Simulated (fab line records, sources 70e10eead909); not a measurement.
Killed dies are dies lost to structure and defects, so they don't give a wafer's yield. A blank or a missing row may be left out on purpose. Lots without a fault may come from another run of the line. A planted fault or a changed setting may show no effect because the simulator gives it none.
A struck lot beside a sound one | flow nand_harc | 15 steps out of a route of 1302
Sound: wafers L694.3, L694.4, L694.5. Struck: wafer L702.5. (L702.3, L702.4 of the same lot were not struck and are left out.) The cause comes at the end.
At each step with rows: each side's tool, then ch and its chambers, then its first start. Under that, the readings that differ: sound wafers | struck wafers | difference of the means | sigmas: that difference in standard deviations of wafers without a fault.
alike: readings whose means differ by less than 2 such deviations, and words and numbers that are the same on both sides. not compared: withheld readings, readings that some wafer has no value for, bounds like >300 that may hide the same value, and numbers for which the record gives no deviation and whose values overlap.
The two part at a step that has a row with sigmas, a row that says differs or no value, or rows on one side only. Numbers that don't overlap but have no deviation are shown without sigmas and don't part them. A reading that every wafer of one side lacks parts them only if that side has two wafers or more.

first, 4 steps without rows for these wafers: NHARC_P_M1_EBR_05; NHARC_P_M1_EXPOSE_06 (exposes mask P M1, target cd 130 nm); NHARC_P_M1_PEB_07 (peb time 65 s); NHARC_P_M1_DEVELOP_08 (develop time 35 s).
NHARC_P_M1_CD_MEAS_09: target cd 130 nm.
  sound on cd_sem-03 ch 0, day 7 02:38; struck on cd_sem-02 ch 0, day 10 08:59
  alike: cd_nm
NHARC_P_M1_OVL_MEAS_10: pitch 260 nm.
  sound on overlay-02, day 7 02:44; struck on overlay-01, day 10 09:04
  alike: overlay_x_nm, overlay_y_nm
NHARC_P_M1_INSPECT_11:
  sound on defect_inspect-02, day 7 02:46; struck on defect_inspect-01, day 10 09:07
  alike: raw_defect_count
NHARC_P_M1_DESCUM_14: chemistry O2, time 3 s.
  sound on rie_diel-05 ch 1,3, day 7 02:49; struck on rie_diel-01 ch 0, day 10 09:11
  alike: drypump_motor_current_A, oes_product_au, rf_vpp_V, showerhead_plenum_p_Torr, throttle_valve_pct
  not compared: rf_hours_counter_h
NHARC_P_M1_ETCH_35: etches the open film in N2/H2, target depth 40 nm, overetch 12 nm, time 43.94 s.
  sound on rie_diel-05 ch 0,1,2, day 7 02:55; struck on rie_diel-01 ch 1, day 10 09:16
  alike: drypump_motor_current_A, oes_product_au, rf_vpp_V, showerhead_plenum_p_Torr, throttle_valve_pct
  not compared: rf_hours_counter_h
NHARC_P_M1_ETCH_15: etches the open film in C4F8/Ar, target depth 182.5 nm, time 91.2 s.
  sound on rie_diel-05 ch 0,1,2; struck on rie_diel-01 ch 1
  reading               | sound             | struck | difference | sigmas
  oes_product_au (a.u.) | 0.923 0.934 0.915 | 0.978  | +0.054     | +2
  alike: rf_vpp_V
  not compared: rf_hours_counter_h
NHARC_P_M1_CD_MEAS_16:
  sound on cd_sem-01, day 7 03:08; struck on cd_sem-01, day 10 09:29
  reading    | sound             | struck | difference | sigmas
  cd_nm (nm) | 128.9 129.9 129.3 | 131.9  | +2.5       | +3
NHARC_P_M1_STRIP_18: strips in N2/H2.
  sound on rie_diel-05 ch 0,1,3, day 7 03:12; struck on rie_diel-05 ch 1, day 10 09:37
  alike: drypump_motor_current_A, oes_product_au, rf_vpp_V, showerhead_plenum_p_Torr, throttle_valve_pct
  not compared: rf_hours_counter_h
NHARC_P_M1_ETCH_28: etches the open film in CF4/N2, target depth 30 nm, time 72.99 s.
  sound on rie_diel-05 ch 1,3, day 7 03:27; struck on rie_diel-05 ch 3, day 10 09:49
  reading        | sound       | struck  | difference | sigmas
  over_etch_frac | 0.3 0.3 0.3 | 0.27316 | -0.02684   |
  alike: cf4_flow_sccm, drypump_motor_current_A, oes_product_au, rf_vpp_V, showerhead_plenum_p_Torr, throttle_valve_pct
  not compared: rf_hours_counter_h
then, 1 step without rows for these wafers: NHARC_P_M1_STRIP_19 (strips in post etch residue remover, time 600 s).
-- the record jumps here: 18 days lie between the struck wafers' starts before and after (it left off in module P_M1 and takes up again in module END, whose first step shown is number 1302 of the route) --
NHARC_END_SORT_01:
  sound on prober-02 ch 0, day 25 05:31; struck on prober-02 ch 0, day 28 08:16
  alike: defect_limited_yield, killed_at_array, killed_at_other, killed_at_periphery, killed_dies, killed_open, killed_short

WHERE THEY PART
First at NHARC_P_M1_ETCH_15; last, within this record, at NHARC_P_M1_CD_MEAS_16. Later steps at which nothing parts them and some readings are alike: NHARC_P_M1_STRIP_18, NHARC_P_M1_ETCH_28, NHARC_END_SORT_01.

WHY: what the simulator had put in
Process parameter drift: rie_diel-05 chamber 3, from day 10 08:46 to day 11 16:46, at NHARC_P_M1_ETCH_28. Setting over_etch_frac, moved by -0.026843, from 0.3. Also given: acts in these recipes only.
